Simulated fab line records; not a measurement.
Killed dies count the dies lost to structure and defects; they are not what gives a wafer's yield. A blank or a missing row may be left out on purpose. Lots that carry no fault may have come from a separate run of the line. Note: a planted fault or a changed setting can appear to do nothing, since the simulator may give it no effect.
Matching of chambers    flow nand_harc    NHARC_A_SGD_CUT_DEP_00 on pecvd-01 has 3 sister chambers
The step deposits SiNx, target thk 50 nm. 20 wafers are shown with their chamber, then 9 later ones without.

## WAFERS, EACH WITH ITS CHAMBER
wafer   chamber  heater_power_w (W)
L342.3  0        777
L342.4  1        657
L342.6  0        647
L343.1  1        661
L343.5  2        654
L343.6  1        672
L346.1  2        622
L346.2  0        768
L346.6  0        759
L345.1  2        701
L345.2  1        652
L345.4  1        653
L344.1  1        534
L344.5  2        607
L344.6  1        552
L352.1  2        728
L352.4  0        768
L352.6  2        704
L355.3  2        727
L355.6  2        736

SIGNATURES, as means of the wafers listed above
reading         chamber 0  chamber 1  chamber 2  scatter within a chamber
heater_power_w  743.80     625.86     684.88     53.9
Rule: for each reading, subtract the chamber's mean from the wafer's reading, divide by that reading's scatter and square the result; add these up over the readings and take the root, which gives the wafer's distance from the chamber. If the next closest chamber is less than 2 further off than the closest, the wafer can't be placed; otherwise it belongs to the closest. The scatter: the root of (the sum of the squares of (reading less its chamber's mean) over the shown wafers, divided by (wafers less chambers)).

## WAFERS WHOSE CHAMBER IS MISSING
wafer   heater_power_w (W)
L362.1  589
L362.2  761
L362.4  799
L364.1  593
L364.2  723
L364.4  614
L363.3  774
L363.4  784
L363.6  772

## WHICH CHAMBER EACH WENT THROUGH
wafer   from the rows above           in truth
L362.1  can't be placed: 1 or 2       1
L362.2  can't be placed: 0 or 2       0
L362.4  can't be placed: 0 or 2       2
L364.1  can't be placed: 1 or 2       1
L364.2  can't be placed: 0 or 2 or 1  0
L364.4  can't be placed: 1 or 2       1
L363.3  can't be placed: 0 or 2       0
L363.4  can't be placed: 0 or 2       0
L363.6  can't be placed: 0 or 2       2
0 of 9 placed correctly. Cannot be placed on the basis of these rows: 9; the candidates contain the true chamber in 9. Placed wrongly: 0.
